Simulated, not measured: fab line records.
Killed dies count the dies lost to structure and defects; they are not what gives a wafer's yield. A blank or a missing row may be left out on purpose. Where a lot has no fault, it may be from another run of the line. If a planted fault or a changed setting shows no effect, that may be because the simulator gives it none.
Chamber matching ; flow n5 finfet ; N5_DUMMY_REMOVAL_HM_STRIP_01 on rie diel-05: 4 sister chambers
The step strips SiNx in CH3F/O2, stops on poly-Si, target depth 4 nm, time 6.8 s. 22 wafers are shown with their chamber, then 11 later ones without.

EACH WAFER AND ITS CHAMBER
wafer;chamber;showerhead plenum p Torr (Torr);drypump motor current A (A);throttle valve pct (%)
L074.1;1;1.99;5.66;16.40
L074.4;3;1.94;6.01;16.52
L074.6;3;1.94;5.99;16.52
L075.1;1;1.99;5.67;16.42
L075.2;2;2.14;5.80;16.40
L075.4;3;1.94;5.98;16.51
L083.2;2;2.14;5.82;16.43
L083.4;3;1.93;5.99;16.53
L083.6;2;2.14;5.82;16.43
L084.1;3;1.93;5.99;16.56
L084.2;0;1.98;5.82;16.77
L084.3;1;1.99;5.67;16.43
L085.2;0;1.98;5.82;16.76
L085.3;2;2.14;5.81;16.43
L085.6;0;1.98;5.81;16.74
L088.3;1;1.98;5.68;16.46
L088.4;0;1.98;5.81;16.75
L088.6;2;2.14;5.82;16.45
L090.2;1;1.98;5.68;16.45
L090.5;3;1.93;5.99;16.56
L090.6;0;1.98;5.81;16.76
L091.1;1;1.98;5.68;16.46

SIGNATURES (means of the wafers above)
reading;chamber 0;chamber 1;chamber 2;chamber 3;scatter within a chamber
showerhead plenum p Torr;1.9800;1.9850;2.1400;1.9350;0.00408
drypump motor current A;5.8140;5.6733;5.8140;5.9917;0.00836
throttle valve pct;16.7560;16.4367;16.4280;16.5333;0.0198
Rule: a wafer's distance from a chamber is the root of the sum, over the readings, of the square of ((its reading less the chamber's mean) divided by the reading's scatter). If the next closest chamber is less than 2 further off than the closest, the wafer can't be placed; otherwise it belongs to the closest. The scatter is the square root of a quotient: the sum, over the shown wafers, of each reading's squared deviation from its chamber's mean, divided by wafers minus chambers.

WAFERS MISSING THEIR CHAMBER
wafer;showerhead plenum p Torr (Torr);drypump motor current A (A);throttle valve pct (%)
L091.4;1.93;6.00;16.57
L091.5;1.98;5.82;16.76
L092.1;2.14;5.81;16.47
L092.2;1.93;6.00;16.56
L092.5;1.98;5.67;16.46
L094.2;1.98;5.68;16.48
L094.3;1.93;6.00;16.56
L094.6;1.97;5.84;16.77
L096.1;1.97;5.83;16.77
L096.4;1.98;5.66;16.49
L096.5;1.97;5.83;16.78

WHICH CHAMBER EACH WENT THROUGH
wafer;from the rows above;in truth
L091.4;3;3
L091.5;0;0
L092.1;2;2
L092.2;3;3
L092.5;1;1
L094.2;1;1
L094.3;3;3
L094.6;0;0
L096.1;0;0
L096.4;1;1
L096.5;0;0
Placed correctly: 11 of 11. Left unplaced by these rows: 0. Wrongly placed: 0.
